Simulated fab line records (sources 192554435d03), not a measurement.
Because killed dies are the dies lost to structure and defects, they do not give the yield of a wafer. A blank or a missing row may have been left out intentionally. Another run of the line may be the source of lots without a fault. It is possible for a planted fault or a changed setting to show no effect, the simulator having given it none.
Which tool is to blame? | flow n5-finfet | Sampling: 11 lots, 33 wafers, 4 of 1938 route steps

WHAT THE GAUGES READ, wafer by wafer
N5_BEOL_M13_THK_MEAS_01. Usual: M13_ILD_THK gives 844 nm (standard deviation 10).
lot  | measured     | on            | M13_ILD_THK (nm) | flag
L206 | day 12 19:09 | film-metro-02 | 850 838 864      |
L205 | day 12 20:53 | film-metro-01 | 832 827 845      |
L207 | day 13 01:34 | film-metro-02 | 842 855 849      |
L208 | day 13 09:28 | film-metro-01 | 846 843 857      |
L209 | day 14 01:26 | film-metro-01 | 838 838 849      |
L210 | day 14 01:30 | film-metro-02 | 827 843 852      |
L217 | day 15 09:55 | film-metro-01 | 822 848 841      |
L219 | day 15 14:22 | film-metro-01 | 835 834 842      |
L220 | day 16 10:45 | film-metro-01 | 848 854 858      |
L224 | day 17 13:37 | film-metro-01 | 848 848 850      |
L227 | day 18 07:20 | film-metro-01 | 839 826 858      |

N5_BEOL_M13_CD_MEAS_17 targets a cd of 190 nm. Usual: cd-nm at 190.5 nm, with a standard deviation of 1.9.
lot  | measured     | on        | cd-nm (nm)        | flag
L206 | day 12 20:04 | cd-sem-03 | 191.2 191.2 192.0 |
L205 | day 12 21:56 | cd-sem-02 | 192.6 192.3 194.0 |
L207 | day 13 02:32 | cd-sem-03 | 190.0 192.8 191.9 |
L208 | day 13 10:29 | cd-sem-01 | 189.0 189.0 189.2 |
L209 | day 14 02:22 | cd-sem-01 | 191.0 191.5 189.4 |
L210 | day 14 02:34 | cd-sem-02 | 188.7 189.2 188.3 |
L217 | day 15 10:50 | cd-sem-03 | 190.2 190.8 190.5 |
L219 | day 15 15:25 | cd-sem-02 | 191.7 190.8 192.8 |
L220 | day 16 12:19 | cd-sem-01 | 190.8 188.0 188.5 |
L224 | day 17 14:33 | cd-sem-01 | 190.6 189.8 190.6 |
L227 | day 18 08:23 | cd-sem-01 | 194.0 192.1 192.0 |

N5_BEOL_M13_INSPECT_30: inspects for defects (macro). Usual: raw-defect-count at 2.2, with a standard deviation of 1.4.
lot  | measured     | on                | raw-defect-count | flag
L206 | day 12 20:27 | defect-inspect-02 | 0 1 2            |
L205 | day 12 22:19 | defect-inspect-01 | 0 4 3            |
L207 | day 13 02:55 | defect-inspect-02 | 0 1 3            |
L208 | day 13 10:52 | defect-inspect-01 | 1 2 5            |
L209 | day 14 02:44 | defect-inspect-01 | 3 0 5            |
L210 | day 14 02:59 | defect-inspect-01 | >300 >300 2      |
L217 | day 15 11:20 | defect-inspect-02 | >300 2 >300      |
L219 | day 15 15:48 | defect-inspect-01 | 2 3 1            |
L220 | day 16 12:42 | defect-inspect-02 | 1 2 2            |
L224 | day 17 15:03 | defect-inspect-02 | 4 2 2            |
L227 | day 18 08:46 | defect-inspect-01 | 6 1 5            |

EACH LOT AND THE TOOL THAT RAN IT (in order: tool; ch and the chambers of the sampled wafers; start)
lot  | N5_BEOL_M13_STRIP_63
L206 | plasma-asher-01 ch 0, day 12 19:52
L205 | plasma-asher-02 ch 1, day 12 21:44
L207 | plasma-asher-02 ch 0,1, day 13 02:19
L208 | plasma-asher-01 ch 0,1, day 13 10:17
L209 | plasma-asher-02 ch 0,1, day 14 02:10
L210 | plasma-asher-01 ch 0,1, day 14 02:22
L217 | plasma-asher-01 ch 0,1, day 15 10:38
L219 | plasma-asher-02 ch 0,1, day 15 15:13
L220 | plasma-asher-02 ch 0,1, day 16 12:05
L224 | plasma-asher-02 ch 0,1, day 17 14:22
L227 | plasma-asher-02 ch 0,1, day 18 08:11
- N5_BEOL_M13_STRIP_63: strips in N2/H2.

AS READ BY THE TOOLS THEMSELVES (means over the sampled wafers that have a number; for cases with no such wafer, the mark the record gives instead)
N5_BEOL_M13_STRIP_63. Usual: drypump-motor-current-A 6.08 A, standard deviation 0.12; heater-power-w 318 W, standard deviation 31; oes-product-au 0.673 a.u., standard deviation 0.0051; strip-time-to-endpoint-s 27.4 s, standard deviation 1.1.
lot  | tool            | drypump-motor-current-A (A) | heater-power-w (W) | oes-product-au (a.u.) | strip-time-to-endpoint-s (s) | flag
L206 | plasma-asher-01 | 6.25                        | 286                | 0.674                 | 26.7                         |
L205 | plasma-asher-02 | 6.13                        | 336                | 0.672                 | 28.1                         |
L207 | plasma-asher-02 | 6.04                        | 305                | 0.681                 | 27.5                         |
L208 | plasma-asher-01 | 6.14                        | 310                | 0.674                 | 27.0                         |
L209 | plasma-asher-02 | 6.10                        | 322                | 0.673                 | 27.7                         |
L210 | plasma-asher-01 | 6.11                        | 309                | 0.676                 | 27.7                         |
L217 | plasma-asher-01 | 6.14                        | 309                | 0.681                 | 27.6                         |
L219 | plasma-asher-02 | 6.02                        | 306                | 0.667                 | 27.8                         |
L220 | plasma-asher-02 | 6.10                        | 320                | 0.672                 | 27.1                         |
L224 | plasma-asher-02 | 6.11                        | 322                | 0.672                 | 27.0                         |
L227 | plasma-asher-02 | 6.02                        | 313                | 0.669                 | 26.7                         |

THE ANSWER, worked out from the rows above alone
Rule: take the mean of a lot's wafers that have a number; if it is more than 3 standard deviations from the usual mean, the lot is off. Also off: a lot with no number at a reading for which 4 or more lots have one. All remaining lots with rows at the step are treated as sound. Order of review: gauges by route order, followed by the tools' own readings, for which a lot's mean as printed above is used. The first step at which some lot is off is used, and at that step the reading that is off furthest; a lot without a number counts as furthest.
None of the lots is off at any reading shown; this tells nothing.

WHAT HAD BEEN PUT IN BY THE SIMULATOR
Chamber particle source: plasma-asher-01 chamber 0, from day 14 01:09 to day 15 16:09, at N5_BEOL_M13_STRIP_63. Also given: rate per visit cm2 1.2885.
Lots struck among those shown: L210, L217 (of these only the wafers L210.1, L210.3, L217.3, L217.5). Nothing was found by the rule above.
